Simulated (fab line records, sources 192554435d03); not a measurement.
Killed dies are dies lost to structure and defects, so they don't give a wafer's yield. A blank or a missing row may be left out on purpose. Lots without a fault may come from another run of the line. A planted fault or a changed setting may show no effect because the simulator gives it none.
Problem report in the 8D (eight disciplines) form, filled by code | flow n5_finfet | the parts of the form that need people (team, actions taken, sign-off) are left out

1. THE PROBLEM
time_to_endpoint_s at N5_BEOL_M1_CMP_52 reads a mean of 88 s on 2 wafers of 2 lots; wafers without a fault read 63 s with a standard deviation of 3.4. That is +7.4 standard deviations from the usual mean.
The step: polishes, stops on SiOC, t overpolish 6.8 s, target thk 40 nm.
First seen on wafer L544.2, day 7 09:32, on cmp-02. The record holds 30 wafers of 10 lots with a number at this step. Rule for "out", or "out of limits": more than 4 standard deviations from the usual mean. The other wafers with a number count as sound.

2. WHAT IT IS AND WHAT IT IS NOT
question                    | is                 | is not
which readings at this step | time_to_endpoint_s | head_pressure_psi, motor_current_A, platen_rpm
which lots                  | L544, L547         | L542, L546, L548, L554, L560, L561, L562, L563
which wafers of those lots  | L544.2, L547.4     | L544.1, L544.4, L547.2, L547.5
read on which tools         | cmp-02             | cmp-01, cmp-04
when                        | from day 7 09:32   | up to then (5 sound wafers); but 23 sound wafers of L546, L547, L548, L554, L560, L561, L562, L563 came after

3. SUSPECTS, AND WHAT RULES EACH OUT
Counting: a tool at a process step up to the reading stays a suspect if it ran every lot that is out. Sound lots after the first of them don't rule it out here, since some wafers of a struck lot are sound.
- ecd_cu-02 at N5_BEOL_M1_ECD_50 (material Cu, target thk 300 nm): kept. It ran every lot that is out, first L544 (day 7 09:09); its last sound lot up to then is L542 (day 6 19:26).
- cmp-02 at N5_BEOL_M1_CMP_52 (polishes, stops on SiOC, t overpolish 6.8 s, target thk 40 nm): kept. It ran every lot that is out, first L544 (day 7 09:32). Its own readings are out on those wafers: time_to_endpoint_s.
Left after counting: ecd_cu-02 at N5_BEOL_M1_ECD_50, cmp-02 at N5_BEOL_M1_CMP_52.

4. THE CAUSE (what the simulator had put in)
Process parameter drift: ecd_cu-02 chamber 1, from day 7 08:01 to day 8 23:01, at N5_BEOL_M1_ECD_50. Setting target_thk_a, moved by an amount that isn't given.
Counting left 2 suspects, and this tool is among them.

5. THE CHAIN OF EFFECTS, in route order
Each row: a reading whose mean over the struck wafers that have a number lies more than 3 standard deviations from the usual. Only readings for which the record gives a usual standard deviation are gone through. hours: the time from each lot's start at the first step in this table that gives one to its start at this step, as a median over the lots. sigmas: the change in usual standard deviations.
hours | step              | reading            | usual | on struck wafers | change | sigmas
0     | N5_BEOL_M1_CMP_52 | time_to_endpoint_s | 63 s  | 88               | +25    | +7.4
The process steps in it:
- N5_BEOL_M1_CMP_52: polishes, stops on SiOC, t overpolish 6.8 s, target thk 40 nm.
Later measuring or inspecting steps at which every struck wafer that the step has a row for has a number for every such reading, and none has moved that far: N5_BEOL_M1_RS_MEAS_58, N5_BEOL_M4_RC_MEAS_101.

6. WHAT WOULD HAVE CAUGHT IT SOONER
In this record the first reading out of limits was taken at day 7 09:32, 2 hours after the fault began at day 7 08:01.
Of the lots that are out (2), L547 began N5_BEOL_M1_ECD_50 on ecd_cu-02 after day 7 09:32. A hold on the tool at that time would have spared it.
